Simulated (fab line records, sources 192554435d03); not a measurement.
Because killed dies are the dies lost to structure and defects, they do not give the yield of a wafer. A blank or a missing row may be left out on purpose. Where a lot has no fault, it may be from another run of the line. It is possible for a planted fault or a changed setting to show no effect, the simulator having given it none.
What tool caused it? | flow n5_finfet | Sampling: 11 lots, 31 wafers, 4 of 1938 route steps

## WHAT EACH GAUGE READ, for each wafer
N5_BEOL_M4_RC_MEAS_101. Usual: DIBL_N 36.2 mV/V, standard deviation 2.4; DIBL_P 36.2 mV/V, standard deviation 2.6; IOFF_N 0.16 nA/um, standard deviation 0.045; IOFF_P 0.21 nA/um, standard deviation 0.046; ION_N 674 uA/um, standard deviation 17; ION_P 463 uA/um, standard deviation 11; SS_N 71.5 mV/dec, standard deviation 0.77; SS_P 73.1 mV/dec, standard deviation 0.76; VT_N 250 mV, standard deviation 3.9; VT_P -250 mV, standard deviation 3.9.
lot  | measured     | on        | DIBL_N (mV/V)  | DIBL_P (mV/V)  | IOFF_N (nA/um) | IOFF_P (nA/um) | ION_N (uA/um) | ION_P (uA/um) | SS_N (mV/dec)  | SS_P (mV/dec)  | VT_N (mV)   | VT_P (mV)      | flag
L365 | day 7 21:28  | prober-02 | 39.4 37.9 40.5 | 39.7 38.3 40.5 | 0.20 0.16 0.22 | 0.27 0.24 0.30 | 685 692 695   | 474 480 473   | 72.3 71.5 71.9 | 73.8 72.9 74.1 | 249 249 247 | -244 -249 -245 |
L366 | day 7 18:56  | prober-02 | 32.4 30.5 37.0 | 31.4 28.2 37.0 | 0.10 0.07 0.18 | 0.13 0.10 0.20 | 667 649 678   | 456 448 463   | 69.5 69.5 71.2 | 71.9 70.9 73.7 | 254 261 249 | -258 -261 -252 |
L367 | day 7 21:52  | prober-01 | 34.6 32.8 31.4 | 37.3 36.1 34.6 | 0.13 0.12 0.10 | 0.16 0.15 0.14 | 646 677 658   | 439 470 457   | 71.7 71.7 70.6 | 73.4 72.2 72.7 | 258 253 255 | -258 -257 -258 |
L368 | day 8 10:56  | prober-01 | 36.5 37.6 35.0 | 38.4 38.5 35.3 | 0.18 0.20 0.13 | 0.25 0.26 0.19 | 678 701 649   | 464 476 453   | 71.1 71.8 70.9 | 73.2 73.6 72.6 | 247 245 255 | -246 -246 -250 |
L369 | day 8 17:58  | prober-01 | 37.8 38.2 36.8 | 36.7 37.9 35.4 | 0.15 0.16 0.12 | 0.17 0.20 0.16 | 669 678 644   | 445 464 438   | 72.4 71.1 72.1 | 73.7 74.5 73.0 | 253 250 257 | -258 -256 -257 |
L371 | day 10 22:53 | prober-02 | 36.6 36.7      | 37.4 37.1      | 0.16 0.17      | 0.21 0.20      | 689 683       | 469 461       | 71.8 71.7      | 73.1 73.0      | 249 249     | -250 -253      |
L385 | day 13 06:20 | prober-02 | 37.1 35.6      | 36.7 35.6      | 0.18 0.15      | 0.21 0.20      | 680 657       | 467 448       | 72.7 71.6      | 73.1 73.5      | 248 252     | -250 -252      |
L386 | day 13 12:28 | prober-01 | 34.8 37.0 40.3 | 33.8 35.0 41.5 | 0.12 0.15 0.24 | 0.17 0.19 0.32 | 681 644 707   | 468 444 482   | 71.7 71.8 72.2 | 72.6 72.1 73.8 | 251 253 243 | -254 -253 -244 |
L387 | day 13 21:27 | prober-02 | 35.4 33.3 34.5 | 35.4 32.2 34.5 | 0.14 0.10 0.13 | 0.22 0.17 0.21 | 663 647 674   | 456 452 474   | 70.9 70.8 71.5 | 73.0 72.6 72.9 | 250 258 255 | -248 -251 -250 |
L388 | day 14 07:34 | prober-01 | 33.8 38.3 32.8 | 34.0 38.9 33.3 | 0.13 0.21 0.12 | 0.21 0.28 0.19 | 661 687 688   | 458 475 477   | 71.6 71.9 72.0 | 72.5 73.3 71.6 | 253 247 253 | -248 -245 -250 |

N5_PASSIVATION_OVL_MEAS_66. Usual: for PASS_OPEN_OVL the level is 0 nm and the standard deviation is 5.2.
lot  | measured     | on         | PASS_OPEN_OVL (nm) | flag
L365 | day 11 09:56 | overlay-02 | -1 1 -7            |
L366 | day 10 22:20 | overlay-01 | -2 1 -6            |
L367 | day 10 23:53 | overlay-01 | -4 2 6             |
L368 | day 11 19:01 | overlay-02 | -2 -7 -1           |
L369 | day 12 07:29 | overlay-01 | 0 -1 1             |
L371 | day 16 03:08 | overlay-02 | -8 -6              |
L385 | day 17 19:37 | overlay-01 | 5 -1               |
L386 | day 17 19:03 | overlay-02 | 3 -5 -1            |
L387 | day 18 07:53 | overlay-01 | -6 1 4             |
L388 | day 18 21:11 | overlay-01 | 9 7 11             |

## EACH LOT AND THE TOOL THAT RAN IT (in order: tool; ch and the chambers of the sampled wafers; start)
lot  | N5_DUMMY_GATE_CVD_03                      | N5_PASSIVATION_PECVD_35
L365 | lpcvd-02 ch 1/65,1/70,1/75, day 2 14:06   | pecvd-03 ch 1,2, day 11 09:17
L366 | lpcvd-02 ch 1/75,1/79,1/89, day 2 19:05   | pecvd-03 ch 1,2, day 10 21:52
L367 | lpcvd-02 ch 0/20,0/29,0/34, day 3 01:55   | pecvd-02 ch 0,1, day 10 23:26
L368 | lpcvd-02 ch 1/50,1/54,1/64, day 3 07:52   | pecvd-04 ch 0,1, day 11 18:26
L369 | lpcvd-02 ch 1/20,1/29,1/39, day 3 14:43   | pecvd-04 ch 0,1,2, day 12 07:01
L371 | lpcvd-01 ch 0/50,0/54, day 4 02:32        | pecvd-03 ch 0,2, day 16 02:34
L373 | lpcvd-01 ch 0/109,0/114,0/90, day 4 14:55 | -
L385 | lpcvd-01 ch 1/90,1/95, day 7 13:16        | pecvd-03 ch 0,2, day 17 19:02
L386 | lpcvd-01 ch 0/70,0/84,0/89, day 7 19:29   | pecvd-03 ch 1,2, day 17 18:35
L387 | lpcvd-01 ch 1/100,1/109,1/95, day 8 01:30 | pecvd-03 ch 0,1, day 18 07:17
L388 | lpcvd-01 ch 0/45,0/50,0/59, day 8 07:42   | pecvd-04 ch 0,1, day 18 20:35
- N5_DUMMY_GATE_CVD_03: deposits a-Si from SiH4, target thk 150 nm, time 8042 s.
- N5_PASSIVATION_PECVD_35: deposits SiNx from SiH4/NH3/N2, target thk 700 nm, time 151.3 s.

## WHAT THE TOOLS THEMSELVES READ (means of the sampled wafers that have a number; where no wafer has one, the mark that the record gives instead)
N5_PASSIVATION_PECVD_35. Usual: heater_power_w 391 W, standard deviation 82; showerhead_plenum_p_Torr 8.67 Torr, standard deviation 0.084; throttle_valve_pct 28.5 %, standard deviation 1.6.
lot  | tool     | heater_power_w (W) | showerhead_plenum_p_Torr (Torr) | throttle_valve_pct (%) | flag
L365 | pecvd-03 | 403                | 8.60                            | 28.1                   |
L366 | pecvd-03 | 442                | 8.61                            | 28.1                   |
L367 | pecvd-02 | 495                | 8.69                            | 29.4                   |
L368 | pecvd-04 | 390                | 8.73                            | 30.5                   |
L369 | pecvd-04 | 357                | 8.74                            | 29.3                   |
L371 | pecvd-03 | 354                | 8.62                            | 28.2                   |
L385 | pecvd-03 | 367                | 8.63                            | 27.9                   |
L386 | pecvd-03 | 357                | 8.67                            | 26.7                   |
L387 | pecvd-03 | 387                | 8.54                            | 27.5                   |
L388 | pecvd-04 | 351                | 8.71                            | 27.4                   |

## THE ANSWER, worked out from the rows above alone
Rule: take the mean of a lot's wafers that have a number; if it is more than 3 standard deviations from the usual mean, the lot is off. A lot without any number at a reading at which 4 lots or more have one is off too. Any other lot the step has rows for is counted as sound. First the gauges in route order, then the tools' own readings, where a lot's mean is used as printed above. At the first step where some lot is off, the reading lying furthest off is the one used; lots without a number count as furthest.
Across all readings shown, no lot is off: no conclusion can be drawn from this.

## WHAT THE SIMULATOR HAD INSERTED
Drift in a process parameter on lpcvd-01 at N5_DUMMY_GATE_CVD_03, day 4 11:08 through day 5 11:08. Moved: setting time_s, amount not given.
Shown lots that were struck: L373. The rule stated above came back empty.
